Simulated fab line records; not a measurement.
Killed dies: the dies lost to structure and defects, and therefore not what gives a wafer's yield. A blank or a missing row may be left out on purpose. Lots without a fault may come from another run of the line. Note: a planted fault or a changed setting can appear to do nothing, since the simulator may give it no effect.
fab line records	flow nand_harc	part 2 of 2: steps 5 to 6 of 6
[record] lots = 20	wafers = 60	last_day = 34
route steps=1302 shown A_CHANNEL_HOLE_D2@588 A_STAIRCASE@650
lots that met no fault: from a run of the same line without faults
start_h: hours from the record's first day to the start of the lot's first wafer shown	wait_h: hours since the lot's step before	" the same as in the row above	L1.1+2: a row that stands for several wafers	- no value present, or no start provided	* or withheld: withheld	< > ~ a bound
route shown NAME@n: names a module that has steps shown in the file, with the first one's number in the route	usual: mean and standard deviation over wafers with no fault	same: alike in all rows	chamber/n: place in a boat	sites: readings site by site	_std_site: standard deviation of those values	_edge_site: the outer-site mean with the inner-site mean subtracted	radius_mm: how far each site lies from the wafer's centre	mask NAME#n: copy n	behind: the most recent tool/chamber to have shaped the wafer	hold: cause of the lot's hold/its duration in hours/its outcome	device: names the non-switching transistor (n, p or np)	end of line: the route-end tests of the same wafers	step lacking rows: just its recipe	killed: at the first sort, the dies lost to defects and structure; wafer yield is something else	map: the dies of a wafer, with x for killed, . for not killed, _ for no die there
set.NAME: the setting as run; set.NAME@STEP: as run at that earlier step	model.NAME: the simulator's own value behind a step, which no gauge read
the route's steps for a sample of lots (tables are steps, rows are wafers)
services: when a tool's chamber went out of use (start_h, in hours from the record's first day, below 0 if earlier), for how many hours, and the reason
[[steps]]
[step NHARC_A_STAIRCASE_DESCUM_11]
[recipe] time_s = 3	o2_flow_sccm = 200	ar_flow_sccm = 0	bias_power_w = 0	chemistry = O2
[usual] drypump_motor_current_A = 5.60/0.3	oes_product_au = 1.001/0.0069	rf_vpp_V = 57.8/0.91	showerhead_plenum_p_Torr = 1.91/0.09	throttle_valve_pct = 11.312/0.0081
lot.wafer	tool	chamber	start_h	wait_h	drypump_motor_current_A	oes_product_au	rf_hours_counter_h	rf_vpp_V	showerhead_plenum_p_Torr	throttle_valve_pct
L074.2	rie_diel-02	0	345.76	-	5.61	1.003	41	56.7	1.79	11.318
L074.3	"	3	"	"	5.23	1.001	-	58.5	1.96	11.321
L074.5	"	0	"	"	5.63	1.002	-	56.5	1.79	11.302
L076.4	rie_diel-04	0	370.18	-	5.58	1.006	1	58.7	1.99	11.303
L076.6	"	0	"	"	5.57	1.010	-	57.8	1.99	11.316
L076.5	"	1	"	"	5.74	1.003	-	57.6	1.97	11.312
L078.1	rie_diel-02	3	391.54	-	5.22	1.004	59	57.6	1.96	11.309
L078.3	"	0	"	"	5.64	1.006	60	56.8	1.79	11.317
L078.5	"	0	"	"	5.64	1.002	-	55.8	1.79	11.309
L079.1	rie_diel-04	1	397.42	-	5.73	0.996	9	57.5	1.97	11.305
L079.3	"	2	"	"	5.98	0.993	10	58.4	1.96	11.307
L079.5	"	0	"	"	5.60	1.005	-	56.5	1.99	11.303
L080.2	rie_diel-02	3	415.72	-	5.23	0.994	5	57.8	1.96	11.309
L080.6	"	1	"	"	5.78	1.004	-	58.5	2.04	11.316
L080.5	"	2	"	"	6.02	0.987	-	57.7	1.85	11.322
L081.1	rie_diel-02	3	416.63	-	5.22	0.997	5	57.9	1.95	11.319
L081.4	"	0	"	"	5.59	1.007	3	58.6	1.79	11.312
L081.6	"	2	"	"	6.02	0.993	-	56.7	1.85	11.318
L082.2	rie_diel-04	1	430.84	-	5.70	1.001	22	58.9	1.97	11.304
L082.1	"	0	"	"	5.59	1.006	20	59.2	1.98	11.313
L082.5	"	2	"	"	5.97	0.994	-	58.3	1.95	11.304
L084.4	rie_diel-04	3	451.74	-	4.95	0.994	26	58.5	1.87	11.320
L084.2	"	0	"	"	5.62	0.993	27	58.5	1.98	11.309
L084.6	"	3	"	"	4.96	0.996	-	58.9	1.87	11.302
L083.4	rie_diel-04	0	455.50	-	5.61	1.012	29	57.8	1.98	11.300
L083.3	"	2	"	"	5.95	1.009	28	57.2	1.95	11.307
L083.6	"	3	"	"	4.99	1.007	-	58.9	1.87	11.310
L085.3	rie_diel-02	3	466.10	-	5.22	1.000	20	58.2	1.95	11.325
L085.4	"	0	"	"	5.61	1.002	20	57.2	1.78	11.313
L085.6	"	2	"	"	6.02	0.999	-	58.4	1.84	11.316
L086.3	rie_diel-02	2	469.55	-	6.00	0.990	27	56.8	1.85	11.321
L086.1	"	3	"	"	5.24	0.990	21	57.3	1.95	11.322
L086.5	"	3	"	"	5.23	0.993	-	58.0	1.95	11.311
L087.1	rie_diel-11	1	476.46	-	5.73	1.006	12	56.4	1.84	11.306
L087.2	"	3	"	"	5.73	1.005	12	58.6	1.98	11.310
L087.5	"	3	"	"	5.73	1.014	-	57.4	1.98	11.306
L088.2	rie_diel-04	3	493.56	-	4.96	1.001	41	56.4	1.87	11.313
L088.4	"	0	"	"	5.61	1.004	42	58.6	1.98	11.303
L088.6	"	3	"	"	4.97	0.997	-	59.3	1.87	11.320
L089.4	rie_diel-02	1	493.83	-	5.75	0.996	33	58.4	2.03	11.296
L089.3	"	2	"	"	6.02	0.995	33	57.7	1.84	11.310
L089.1	"	0	"	"	5.64	0.995	28	57.8	1.78	11.323
L090.1	rie_diel-02	0	512.07	-	5.58	1.006	32	55.2	1.78	11.314
L090.3	"	1	"	"	5.75	0.999	37	58.6	2.03	11.317
L090.6	"	0	"	"	5.61	1.000	-	57.9	1.78	11.314
L093.1	rie_diel-11	3	540.71	-	5.72	1.018	35	57.6	1.97	11.316
L093.3	"	0	"	"	5.33	1.000	40	56.7	1.77	11.302
L093.5	"	3	"	"	5.72	1.012	-	57.5	1.97	11.319
L092.3	rie_diel-11	1	540.78	-	5.71	1.007	33	58.2	1.83	11.291
L092.4	"	2	"	"	5.81	0.983	28	57.6	2.07	11.287
L092.6	"	3	"	"	5.70	1.020	-	58.1	1.97	11.306
L095.1	rie_diel-02	2	552.44	-	6.02	0.998	54	56.3	1.84	11.317
L095.3	"	0	"	"	5.62	1.008	44	57.3	1.78	11.309
L095.2	"	1	"	"	5.77	0.999	51	58.9	2.03	11.304
L094.2	rie_diel-11	3	573.26	-	5.71	1.012	44	57.4	1.97	11.322
L094.6	"	0	"	"	5.30	0.999	-	56.7	1.77	11.309
L094.5	"	1	"	"	5.75	1.011	-	56.5	1.83	11.317
L097.2	rie_diel-02	1	589.94	-	5.78	1.002	3	59.1	2.02	11.315
L097.3	"	0	"	"	5.65	1.001	3	57.2	1.77	11.329
L097.6	"	0	"	"	5.61	0.998	-	58.5	1.77	11.306
[step NHARC_A_STAIRCASE_STRIP_175]
[recipe] power_w = 1500	temp_c = 250	chemistry = O2
[usual] drypump_motor_current_A = 5.5/0.47	heater_power_w = 336/14	rf_refl_power_W = 24/6.6
lot.wafer	tool	chamber	start_h	wait_h	drypump_motor_current_A	heater_power_w	rf_hours_counter_h	rf_refl_power_W
L074.2	plasma_asher-02	0	349.37	0.1	4.8	351	16	14
L074.3	"	1	"	"	5.8	343	-	32
L074.5	"	1	"	"	5.8	351	-	31
L076.4	plasma_asher-01	0	372.85	0.2	5.9	314	-	25
L076.5	"	1	"	"	5.8	337	-	24
L076.6	"	0	"	"	5.9	315	-	26
L078.1	plasma_asher-01	1	393.72	0.1	5.8	338	10	24
L078.3	"	1	"	"	5.8	338	-	24
L078.5	"	1	"	"	5.8	340	-	25
L079.1	plasma_asher-01	1	399.86	0.1	5.8	333	11	23
L079.3	"	1	"	"	5.8	348	-	24
L079.5	"	0	"	"	6.0	317	-	26
L080.2	plasma_asher-02	0	418.00	0.1	4.8	352	31	14
L080.6	"	1	"	"	5.8	342	-	33
L080.5	"	0	"	"	4.8	347	-	15
L081.1	plasma_asher-01	1	418.90	0.1	5.8	346	13	-
L081.4	"	1	"	"	5.8	340	-	-
L081.6	"	0	"	"	6.0	315	-	-
L082.1	plasma_asher-02	1	433.01	0.1	5.8	350	34	31
L082.2	"	0	"	"	4.8	350	34	15
L082.5	"	0	"	"	4.8	353	-	14
L084.2	plasma_asher-01	0	454.17	0.3	5.9	303	21	-
L084.4	"	0	"	"	6.0	314	-	-
L084.6	"	1	"	"	5.8	335	-	-
L083.4	plasma_asher-02	0	457.77	0.2	4.8	340	-	14
L083.3	"	1	"	"	5.8	341	-	31
L083.6	"	1	"	"	5.8	351	-	32
L085.4	plasma_asher-02	0	468.44	0.2	4.8	336	-	15
L085.3	"	1	"	"	5.8	350	-	32
L085.6	"	0	"	"	4.8	342	-	14
L086.1	plasma_asher-02	1	471.82	0.1	5.8	342	5	31
L086.3	"	1	"	"	5.8	342	-	33
L086.5	"	0	"	"	4.8	337	-	14
L087.2	plasma_asher-02	1	478.84	0.1	5.8	354	7	32
L087.1	"	0	"	"	4.8	346	7	15
L087.5	"	1	"	"	5.8	341	-	30
L088.2	plasma_asher-01	1	498.63	0.1	5.8	338	30	23
L088.4	"	0	"	"	6.0	319	-	25
L088.6	"	1	"	"	5.8	346	-	24
L089.1	plasma_asher-01	0	499.19	0.5	5.9	315	31	27
L089.4	"	0	"	"	5.9	310	-	25
L089.3	"	1	"	"	5.8	335	-	24
L090.1	plasma_asher-02	0	514.30	0.1	4.8	342	14	15
L090.3	"	1	"	"	5.8	345	-	31
L090.6	"	1	"	"	5.8	347	-	29
L093.1	plasma_asher-01	0	543.94	0.1	5.9	308	3	25
L093.3	"	0	"	"	5.9	306	-	24
L093.5	"	1	"	"	5.8	328	-	23
L092.3	plasma_asher-02	1	544.08	0.2	5.8	343	-	-
L092.4	"	0	"	"	4.8	337	-	-
L092.6	"	0	"	"	4.8	343	-	-
L095.1	plasma_asher-02	1	554.62	0.1	5.8	349	23	30
L095.2	"	0	"	"	4.8	341	23	14
L095.3	"	1	"	"	5.8	342	-	31
L094.2	plasma_asher-01	0	575.40	0.1	6.0	309	9	24
L094.5	"	0	"	"	5.9	310	-	25
L094.6	"	1	"	"	5.8	320	-	23
L097.2	plasma_asher-01	1	593.38	0.1	5.8	333	13	24
L097.3	"	0	"	"	5.9	306	-	25
L097.6	"	1	"	"	5.8	317	-	24
[[services]]
tool	chamber	start_h	hours	kind
plasma_asher-02	-	266.20	9.0	pm
rie_diel-13	-	308.01	2.1	repair
rie_diel-11	2	329.85	5.9	repair
rie_diel-02	2	337.12	14.5	repair
plasma_asher-01	-	342.26	9.0	pm
rie_diel-02	1	345.74	9.2	repair
rie_diel-04	-	354.90	9.0	pm
rie_diel-02	-	393.85	9.0	pm
plasma_asher-01	-	410.49	3.3	repair
rie_diel-11	-	435.05	9.0	pm
plasma_asher-02	-	443.20	9.0	pm
rie_diel-13	1	464.11	2.0	repair
rie_diel-11	3	472.03	2.5	repair
rie_diel-11	2	475.80	1.7	repair
plasma_asher-02	-	479.50	3.0	repair
rie_diel-11	1	479.93	1.9	repair
rie_diel-11	2	499.34	4.3	repair
plasma_asher-01	-	519.26	9.0	pm
rie_diel-13	-	519.31	9.0	pm
rie_diel-02	0	528.43	4.4	repair
rie_diel-04	-	531.90	9.0	pm
rie_diel-02	0	548.83	3.4	repair
rie_diel-02	-	573.09	9.0	pm
rie_diel-11	1	593.13	14.8	repair
